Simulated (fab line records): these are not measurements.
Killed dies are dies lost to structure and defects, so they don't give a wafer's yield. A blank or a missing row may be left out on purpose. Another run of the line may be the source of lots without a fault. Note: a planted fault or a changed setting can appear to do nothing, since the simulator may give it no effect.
Matching of chambers :: flow nand-harc :: NHARC_A_WL_FILL_STRIP_29 on rie-diel-05: 4 sister chambers
The step strips in O2, time 20 s. 16 wafers are shown with their chamber, then 8 later ones without.

## EACH WAFER AND ITS CHAMBER
wafer: L075.2
chamber: 1
rf-vpp-V (V): 58.5
throttle-valve-pct (%): 17.025
oes-product-au (a.u.): 1.009

wafer: L075.3
chamber: 0
rf-vpp-V (V): 58.1
throttle-valve-pct (%): 17.037
oes-product-au (a.u.): 1.001

wafer: L075.6
chamber: 2
rf-vpp-V (V): 55.4
throttle-valve-pct (%): 17.035
oes-product-au (a.u.): 0.990

wafer: L079.1
chamber: 2
rf-vpp-V (V): 57.4
throttle-valve-pct (%): 17.009
oes-product-au (a.u.): 0.992

wafer: L079.3
chamber: 0
rf-vpp-V (V): 57.7
throttle-valve-pct (%): 17.030
oes-product-au (a.u.): 0.989

wafer: L079.4
chamber: 3
rf-vpp-V (V): 56.5
throttle-valve-pct (%): 17.028
oes-product-au (a.u.): 0.996

wafer: L082.3
chamber: 1
rf-vpp-V (V): 59.2
throttle-valve-pct (%): 17.051
oes-product-au (a.u.): 0.993

wafer: L082.4
chamber: 0
rf-vpp-V (V): 56.2
throttle-valve-pct (%): 17.025
oes-product-au (a.u.): 0.990

wafer: L082.6
chamber: 1
rf-vpp-V (V): 56.5
throttle-valve-pct (%): 17.034
oes-product-au (a.u.): 1.001

wafer: L087.3
chamber: 2
rf-vpp-V (V): 57.0
throttle-valve-pct (%): 17.027
oes-product-au (a.u.): 1.003

wafer: L087.4
chamber: 0
rf-vpp-V (V): 56.8
throttle-valve-pct (%): 17.041
oes-product-au (a.u.): 1.001

wafer: L087.6
chamber: 0
rf-vpp-V (V): 57.6
throttle-valve-pct (%): 17.042
oes-product-au (a.u.): 1.012

wafer: L089.3
chamber: 0
rf-vpp-V (V): 56.0
throttle-valve-pct (%): 17.026
oes-product-au (a.u.): 0.983

wafer: L089.5
chamber: 0
rf-vpp-V (V): 58.8
throttle-valve-pct (%): 17.042
oes-product-au (a.u.): 0.996

wafer: L089.6
chamber: 1
rf-vpp-V (V): 58.5
throttle-valve-pct (%): 17.017
oes-product-au (a.u.): 1.002

wafer: L092.2
chamber: 3
rf-vpp-V (V): 56.6
throttle-valve-pct (%): 17.047
oes-product-au (a.u.): 0.995

SIGNATURES, as means of the wafers listed above
reading: rf-vpp-V
chamber 0: 57.314
chamber 1: 58.175
chamber 2: 56.600
chamber 3: 56.550
scatter within a chamber: 1.02

reading: throttle-valve-pct
chamber 0: 17.03471
chamber 1: 17.03175
chamber 2: 17.02367
chamber 3: 17.03750
scatter within a chamber: 0.0112

reading: oes-product-au
chamber 0: 0.99600
chamber 1: 1.00125
chamber 2: 0.99500
chamber 3: 0.99550
scatter within a chamber: 0.0081
Rule: a wafer lies at a distance from a chamber equal to the root of the sum of squares, over the readings, of (its reading less the chamber's mean, divided by the reading's scatter). If the next closest chamber is less than 2 further off than the closest, the wafer can't be placed; otherwise it belongs to the closest. The scatter: the root of (the sum of the squares of (reading less its chamber's mean) over the shown wafers, divided by (wafers less chambers)).

## WAFERS WHOSE CHAMBER IS MISSING
wafer: L092.4
rf-vpp-V (V): 56.7
throttle-valve-pct (%): 17.035
oes-product-au (a.u.): 0.993

wafer: L092.5
rf-vpp-V (V): 58.0
throttle-valve-pct (%): 17.023
oes-product-au (a.u.): 0.999

wafer: L095.4
rf-vpp-V (V): 57.4
throttle-valve-pct (%): 17.039
oes-product-au (a.u.): 0.981

wafer: L095.5
rf-vpp-V (V): 57.3
throttle-valve-pct (%): 17.038
oes-product-au (a.u.): 0.998

wafer: L095.6
rf-vpp-V (V): 57.3
throttle-valve-pct (%): 17.034
oes-product-au (a.u.): 0.989

wafer: L094.1
rf-vpp-V (V): 57.9
throttle-valve-pct (%): 17.041
oes-product-au (a.u.): 1.005

wafer: L094.3
rf-vpp-V (V): 57.0
throttle-valve-pct (%): 17.035
oes-product-au (a.u.): 1.007

wafer: L094.5
rf-vpp-V (V): 57.5
throttle-valve-pct (%): 17.049
oes-product-au (a.u.): 0.995

## WHICH CHAMBER EACH WENT THROUGH
wafer: L092.4
from the rows above: can't be placed: 3 or 0 or 2 or 1
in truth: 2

wafer: L092.5
from the rows above: can't be placed: 1 or 0 or 2 or 3
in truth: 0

wafer: L095.4
from the rows above: can't be placed: 0 or 3 or 2 or 1
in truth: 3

wafer: L095.5
from the rows above: can't be placed: 0 or 3 or 1 or 2
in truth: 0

wafer: L095.6
from the rows above: can't be placed: 0 or 3 or 2 or 1
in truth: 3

wafer: L094.1
from the rows above: can't be placed: 1 or 0 or 3 or 2
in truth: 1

wafer: L094.3
from the rows above: can't be placed: 1 or 0 or 3 or 2
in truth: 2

wafer: L094.5
from the rows above: can't be placed: 0 or 3 or 1 or 2
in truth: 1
Correct placement for 0 of the 8. Unplaceable from these rows: 8, with the true chamber sitting among the candidates in 8. 0 placed wrongly.
